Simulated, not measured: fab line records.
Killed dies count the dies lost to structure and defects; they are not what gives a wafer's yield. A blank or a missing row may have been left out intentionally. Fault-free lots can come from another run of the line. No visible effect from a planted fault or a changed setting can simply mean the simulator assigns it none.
Chamber matching    flow nandHarc    pecvd-04 running NHARC_P_BONDPAD_DEP_00: 3 sister chambers
The step deposits SiCN, target thk 250 nm. 14 wafers are shown with their chamber, then 7 later ones without.

== WAFERS PAIRED WITH THEIR CHAMBERS ==
wafer   chamber  showerheadVppV (V)  heaterPowerW (W)
L718.2  0        1237                444
L718.3  2        1332                474
L718.6  1        1298                481
L731.2  0        1254                548
L731.3  1        1281                436
L731.4  1        1316                448
L735.2  0        1261                558
L735.3  2        1345                514
L735.4  1        1306                448
L736.1  0        1242                590
L736.2  1        1315                496
L736.5  1        1320                506
L739.1  0        1240                551
L739.2  2        1347                540

SIGNATURES (averages over the wafers above)
reading         chamber 0  chamber 1  chamber 2  scatter within a chamber
showerheadVppV  1246.80    1306.00    1341.33    12.1
heaterPowerW    538.20     469.17     509.33     41.2
Rule: for a wafer and a chamber, the distance is found by dividing, reading by reading, the gap between the wafer's reading and the chamber's mean by the reading's scatter, squaring, summing and taking the root. If the next closest chamber is less than 2 further off than the closest, the wafer can't be placed; otherwise it belongs to the closest. The scatter is the square root of a quotient: the sum, over the shown wafers, of each reading's squared deviation from its chamber's mean, divided by wafers minus chambers.

== WAFERS MISSING THEIR CHAMBER ==
wafer   showerheadVppV (V)  heaterPowerW (W)
L739.4  1319                482
L740.1  1324                541
L740.3  1348                513
L740.6  1348                420
L741.1  1356                458
L741.2  1238                535
L741.5  1241                534

== EACH ONE'S CHAMBER ==
wafer   from the rows above      in truth
L739.4  can't be placed: 1 or 2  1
L740.1  can't be placed: 2 or 1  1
L740.3  2                        2
L740.6  can't be placed: 2 or 1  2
L741.1  2                        2
L741.2  0                        0
L741.5  0                        0
4 of 7 placed correctly. Unplaceable from these rows: 3, with the true chamber sitting among the candidates in 3. Placed wrongly: 0.
